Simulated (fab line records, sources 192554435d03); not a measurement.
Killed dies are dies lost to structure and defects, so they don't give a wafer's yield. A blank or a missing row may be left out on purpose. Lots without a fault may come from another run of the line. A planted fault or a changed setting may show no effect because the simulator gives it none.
A struck lot beside a sound one | flow n5_finfet | 38 steps out of a route of 1938
Sound: wafers L641.1, L641.5, L641.6. Struck: wafer L636.5. (L636.1, L636.6 of the same lot were not struck and are left out.) The cause comes at the end.
At each step with rows: each side's tool, then ch and its chambers, then its first start. Under that, the readings that differ: sound wafers | struck wafers | difference of the means | sigmas: that difference in standard deviations of wafers without a fault.
alike: readings whose means differ by less than 2 such deviations, and words and numbers that are the same on both sides. not compared: withheld readings, readings that some wafer has no value for, bounds like >300 that may hide the same value, and numbers for which the record gives no deviation and whose values overlap.
The two part at a step that has a row with sigmas, a row that says differs or no value, or rows on one side only. Numbers that don't overlap but have no deviation are shown without sigmas and don't part them. A reading that every wafer of one side lacks parts them only if that side has two wafers or more.

first, 9 steps without rows for these wafers: N5_MOL_CONTACT_COAG_SPUTTER_130 (material Co, target thk 47.5 nm); N5_MOL_CONTACT_COAG_PRECLEAN_125 (cleans in DIW, time 57.5 s); N5_MOL_CONTACT_COAG_SRD_126 (dry time 32 s); N5_MOL_CONTACT_COAG_CMP_23 (polishes, stops on SiO2, t overpolish 1.5 s, target thk 0 nm); N5_MOL_CONTACT_COAG_WET_ETCH_26 (target Co, target depth 13 nm); N5_MOL_CONTACT_COAG_WET_ETCH_116 (etches the open film in SC1-inhibited, target depth 4.6 nm, rinse time 30 s); N5_MOL_CONTACT_COAG_ALD_27 (deposits SiOC, target thk 17 nm, pulse time 1.5 s, time 2720 s); N5_MOL_CONTACT_COAG_CMP_28 (polishes, stops on SiNx, t overpolish 0.85 s, target thk 14.522 nm); N5_MOL_CONTACT_COAG_ALD_123 (deposits SiNx, target thk 5 nm, pulse time 1 s, purge time 2 s).
N5_MOL_CONTACT_COAG_PECVD_31: deposits SiO2 from TEOS/O2, target thk 46 nm, time 8.9 s.
  sound on pecvd-02 ch 0,1,2, day 9 07:52; struck on pecvd-01 ch 0, day 8 05:58
  reading                                             | sound                | struck | difference | sigmas
  susceptor_temp_C (C)                                | 400.15 399.98 399.74 | 409.56 | +9.60      | +44
  model.SiO2_of_MOL_CONTACT_COAG_PECVD_31.thk_nm (nm) | 46 47 47.4           | 44     | -3         |
then, 19 steps without rows for these wafers: N5_MOL_CONTACT_COAG_COAT_75 (time 60 s, resist thk 60 nm); N5_MOL_CONTACT_COAG_COAT_76 (time 60 s, resist thk 10 nm); N5_MOL_CONTACT_COAG_COAT_77 (time 60 s, resist thk 10 nm); N5_MOL_CONTACT_COAG_COAT_78 (resist thk 40 nm); N5_MOL_CONTACT_COAG_EBR_80; N5_MOL_CONTACT_COAG_SOFTBAKE_79 (time 60 s); N5_MOL_CONTACT_COAG_EXPOSE_81 (exposes mask VG, defocus 0 nm); N5_MOL_CONTACT_COAG_PEB_82 (peb time 60 s); N5_MOL_CONTACT_COAG_DEVELOP_83 (develop time 30 s); N5_MOL_CONTACT_COAG_DESCUM_88 (chemistry O2, time 7 s); N5_MOL_CONTACT_COAG_ETCH_89 (etches underlayer in N2/H2, target depth 13 nm, time 10.4 s); N5_MOL_CONTACT_COAG_ETCH_90 (etches SiARC in CF4, target depth 13 nm, time 21.7 s); N5_MOL_CONTACT_COAG_ALD_131 (deposits SiO2, target thk 5 nm, pulse time 1 s, co reactant pulse time 1 s); N5_MOL_CONTACT_COAG_ETCHBACK_132 (etches SiO2 in CHF3, target depth 10 nm, time 6.7 s); N5_MOL_CONTACT_COAG_ETCH_91 (etches SOC in N2/H2, target depth 60 nm, overetch 21 nm, time 101.2 s); N5_MOL_CONTACT_COAG_STRIP_92 (strips in N2/H2); N5_MOL_CONTACT_COAG_STRIP_93 (strips in N2/H2); N5_MOL_CONTACT_COAG_ETCHBACK_135 (etches SiO2 in CHF3, target depth 25 nm, time 16.7 s); N5_MOL_CONTACT_COAG_STRIP_118 (strips in CHF3).
N5_MOL_CONTACT_COAG_VIA_ETCH_46: etches SiO2 in C4F6/O2, target depth 46 nm, overetch 9.2 nm, time 40 s.
  sound on rie_diel-04 ch 1,2,3, day 9 08:57; struck on rie_diel-03 ch 1, day 8 06:55
  reading                  | sound          | struck | difference | sigmas
  model.etch.depth_nm (nm) | 46.05 47 47.31 | 43.96  | -2.83      |
  alike: drypump_motor_current_A, oes_product_au, rf_vpp_V, showerhead_plenum_p_Torr, throttle_valve_pct
  not compared: rf_hours_counter_h
then, 5 steps without rows for these wafers: N5_MOL_CONTACT_COAG_STRIP_96 (strips in N2/H2); N5_MOL_CONTACT_COAG_ETCH_47 (etches SiNx in CH3F/O2, stops on W, target depth 27 nm); N5_MOL_CONTACT_COAG_STRIP_119 (strips in N2/H2, time 30 s); N5_MOL_CONTACT_COAG_PRECLEAN_144 (cleans in alkaline clean, time 60 s); N5_MOL_CONTACT_COAG_SRD_145 (time 30 s).
N5_MOL_CONTACT_COAG_CMP_52: polishes, stops on SiO2, t overpolish 1.5 s, target thk 66.5 nm.
  sound on cmp-01 ch 0,2,3, day 9 11:13; struck on cmp-04 ch 2, day 8 09:02
  reading                                             | sound      | struck | difference | sigmas
  model.SiO2_of_MOL_CONTACT_COAG_PECVD_31.thk_nm (nm) | 44 45 45.2 | 41.8   | -2.9       |
  alike: edge_zone_pressure_frac, motor_current_A
N5_MOL_CONTACT_COAG_THK_MEAS_53:
  sound on film_metro-02, day 9 11:25; struck on film_metro-01, day 8 09:15
  reading          | sound          | struck | difference | sigmas
  VIA_MOL_THK (nm) | 44.0 45.0 45.2 | 41.9   | -2.8       | -5
-- the record jumps here: 3 days lie between the struck wafers' starts before and after (it left off in module MOL_CONTACT_COAG and takes up again in module BEOL_M4, whose first step shown is number 1111 of the route) --
N5_BEOL_M4_RC_MEAS_101:
  sound on prober-02 ch 0, day 12 12:56; struck on prober-02 ch 0, day 11 04:07
  reading       | sound          | struck | difference | sigmas
  SS_P (mV/dec) | 72.8 72.5 73.2 | 74.5   | +1.7       | +2
  alike: DIBL_N, DIBL_P, IOFF_N, IOFF_P, ION_N, ION_P, SS_N, VT_N, VT_P

WHERE THEY PART
First at N5_MOL_CONTACT_COAG_PECVD_31; last, within this record, at N5_BEOL_M4_RC_MEAS_101.

WHY: what the simulator had put in
Process parameter drift: pecvd-01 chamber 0, from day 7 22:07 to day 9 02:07, at N5_MOL_CONTACT_COAG_PECVD_31. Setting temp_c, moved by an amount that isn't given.
